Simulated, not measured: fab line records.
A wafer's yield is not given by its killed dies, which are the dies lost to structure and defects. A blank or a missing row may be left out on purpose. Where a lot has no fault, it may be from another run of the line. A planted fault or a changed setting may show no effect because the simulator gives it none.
Which tool did it?	flow n5_finfet	35 wafers from 12 lots sampled at 4 of the route's 1938 steps

WHAT THE GAUGES SHOWED, per wafer
N5_BEOL_M9_RS_MEAS_57: measures by four-point-probe. Usual: M9_RS gives 0.1519 ohm/sq (standard deviation 0.0029).
lot	measured	on	M9_RS (ohm/sq)	flag
L591	day 10 18:10	film_metro-01	0.1487 0.1513 0.1512	
L593	day 11 04:11	film_metro-02	0.1544 0.1441 0.1450	
L594	day 11 10:39	film_metro-01	0.1540 0.1552 0.1575	
L596	day 12 05:25	film_metro-01	0.1503 0.1479 0.1521	
L598	day 12 06:22	film_metro-01	0.1555 0.1524 0.1571	
L597	day 12 12:57	film_metro-02	0.1516 0.1518 0.1500	
L599	day 12 22:32	film_metro-02	0.1525 0.1531 0.1526	
L602	day 13 09:23	film_metro-01	0.1540 0.1524 0.1533	
L605	day 13 21:24	film_metro-01	0.1506 0.1517	
L609	day 14 19:53	film_metro-02	0.1556 0.1555 0.1574	
L612	day 16 16:04	film_metro-01	0.1489 0.1510 0.1472	
L613	day 16 17:51	film_metro-02	0.1528 0.1520 0.1518	

EACH LOT AND THE TOOL THAT RAN IT (in order: tool; ch and the chambers of the sampled wafers; start)
lot	N5_BEOL_M9_TRENCH_ETCH_37	N5_BEOL_M9_DEGAS_44	N5_BEOL_M9_CVD_78
L591	rie_diel-02 ch 1,2, day 10 16:25 or earlier	pvd_sputter-03, day 10 16:25	cvd_co-01 ch 0,2, day 10 16:58
L593	rie_diel-02 ch 0,3, day 11 02:18 or earlier	pvd_sputter-03, day 11 02:18	cvd_co-01 ch 0,2, day 11 02:48
L594	rie_diel-04 ch 0,3, day 11 07:04 or earlier	pvd_sputter-02, day 11 07:04	cvd_co-01 ch 0,1,2, day 11 09:02
L596	rie_diel-02 ch 0,1,2, day 12 03:07 or earlier	pvd_sputter-02, day 12 03:07	cvd_co-01 ch 0,1, day 12 03:40
L598	rie_diel-04 ch 0,1, day 12 04:01 or earlier	pvd_sputter-01, day 12 04:01	cvd_co-01 ch 0,1,2, day 12 04:31
L597	rie_diel-03 ch 1,2,3, day 12 11:10 or earlier	pvd_sputter-01, day 12 11:10	cvd_co-01 ch 0,2, day 12 11:45
L599	rie_diel-03 ch 0,2,3, day 12 19:18 or earlier	pvd_sputter-01, day 12 19:18	cvd_co-02 ch 0,1,2, day 12 19:50
L602	rie_diel-04 ch 1,2, day 13 07:46 or earlier	pvd_sputter-02, day 13 07:46	cvd_co-01 ch 1,2, day 13 08:17
L605	rie_diel-02 ch 1,2, day 13 19:41 or earlier	pvd_sputter-02, day 13 19:41	cvd_co-01 ch 0,1, day 13 20:17
L609	rie_diel-04 ch 1,2,3, day 14 17:19 or earlier	pvd_sputter-01, day 14 17:19	cvd_co-02 ch 1,2, day 14 18:01
L612	rie_diel-03 ch 1,2, day 16 13:57 or earlier	pvd_sputter-02, day 16 13:57	cvd_co-01 ch 0,2, day 16 14:33
L613	rie_diel-02 ch 0,1, day 16 14:36 or earlier	pvd_sputter-01, day 16 14:36	cvd_co-01 ch 0,2, day 16 15:24
- N5_BEOL_M9_TRENCH_ETCH_37: etches SiCOH lowk in C4F6/O2, target depth 151.43 nm, time 49 s.
- N5_BEOL_M9_DEGAS_44: time 60 s.
- N5_BEOL_M9_CVD_78: deposits Co from CCTBA/H2, target thk 2 nm, time 138.9 s.

WHAT THE TOOLS THEMSELVES READ (means of the sampled wafers that have a number; where no wafer has one, the mark that the record gives instead)
N5_BEOL_M9_TRENCH_ETCH_37. Usual: drypump_motor_current_A 5.7 A, standard deviation 0.43; oes_product_au 0.80 a.u., standard deviation 0.096; rf_vpp_V 666 V, standard deviation 11; showerhead_plenum_p_Torr 2.85 Torr, standard deviation 0.098; throttle_valve_pct 20.98 %, standard deviation 0.2.
lot	tool	drypump_motor_current_A (A)	oes_product_au (a.u.)	rf_vpp_V (V)	showerhead_plenum_p_Torr (Torr)	throttle_valve_pct (%)	flag
L591	rie_diel-02	6.0	0.83	665	2.85	21.11	
L593	rie_diel-02	5.2	0.79	666	2.76	21.03	
L594	rie_diel-04	5.8	0.74	655	2.81	21.17	
L596	rie_diel-02	6.0	0.86	666	2.86	20.92	
L598	rie_diel-04	5.4	0.78	662	2.79	21.08	
L597	rie_diel-03	5.7	0.73	668	2.83	20.93	
L599	rie_diel-03	5.8	0.75	670	2.80	20.90	
L602	rie_diel-04	5.6	0.78	659	2.86	20.95	
L605	rie_diel-02	6.2	0.82	664	2.83	21.07	
L609	rie_diel-04	5.8	0.79	660	2.92	20.98	
L612	rie_diel-03	5.8	0.73	676	2.79	20.94	
L613	rie_diel-02	5.9	0.86	665	2.86	20.77	

N5_BEOL_M9_DEGAS_44. Usual: heater_power_w at 340 W, with a standard deviation of 28.
lot	tool	heater_power_w (W)	flag
L591	pvd_sputter-03	341	
L593	pvd_sputter-03	345	
L594	pvd_sputter-02	332	
L596	pvd_sputter-02	360	
L598	pvd_sputter-01	327	
L597	pvd_sputter-01	319	
L599	pvd_sputter-01	309	
L602	pvd_sputter-02	332	
L605	pvd_sputter-02	339	
L609	pvd_sputter-01	327	
L612	pvd_sputter-02	349	
L613	pvd_sputter-01	323	

N5_BEOL_M9_CVD_78. Usual: run_length_s at 161.5 s, with a standard deviation of 0.7.
lot	tool	run_length_s (s)	flag
L591	cvd_co-01	162.2	
L593	cvd_co-01	161.7	
L594	cvd_co-01	161.8	
L596	cvd_co-01	161.5	
L598	cvd_co-01	161.8	
L597	cvd_co-01	162.4	
L599	cvd_co-02	161.0	
L602	cvd_co-01	148.7	OFF
L605	cvd_co-01	141.9	OFF
L609	cvd_co-02	160.9	
L612	cvd_co-01	162.2	
L613	cvd_co-01	162.2	

THE ANSWER, worked out from the rows above alone
Rule: a lot is off if the mean of its wafers that have a number lies more than 3 standard deviations from the usual mean. Also off: a lot with no number at a reading for which 4 or more lots have one. Any other lot the step has rows for is counted as sound. The gauges are gone through in route order, then the tools' own readings, and for those a lot's mean is taken as printed above. The first step at which some lot is off is used, and at that step the reading that is off furthest; a lot without a number counts as furthest.
Off: L602, L605 (N5_BEOL_M9_CVD_78, run_length_s).
A tool fits if, at that step or a process step before it, it ran every lot that is off, and no sound lot after the first of them. N5_BEOL_M9_TRENCH_ETCH_37 gives no start for some lots, so the hours and the order of its lots are those of N5_BEOL_M9_DEGAS_44. Not one of the candidates tried fits.

WHAT THE SIMULATOR HAD INSERTED
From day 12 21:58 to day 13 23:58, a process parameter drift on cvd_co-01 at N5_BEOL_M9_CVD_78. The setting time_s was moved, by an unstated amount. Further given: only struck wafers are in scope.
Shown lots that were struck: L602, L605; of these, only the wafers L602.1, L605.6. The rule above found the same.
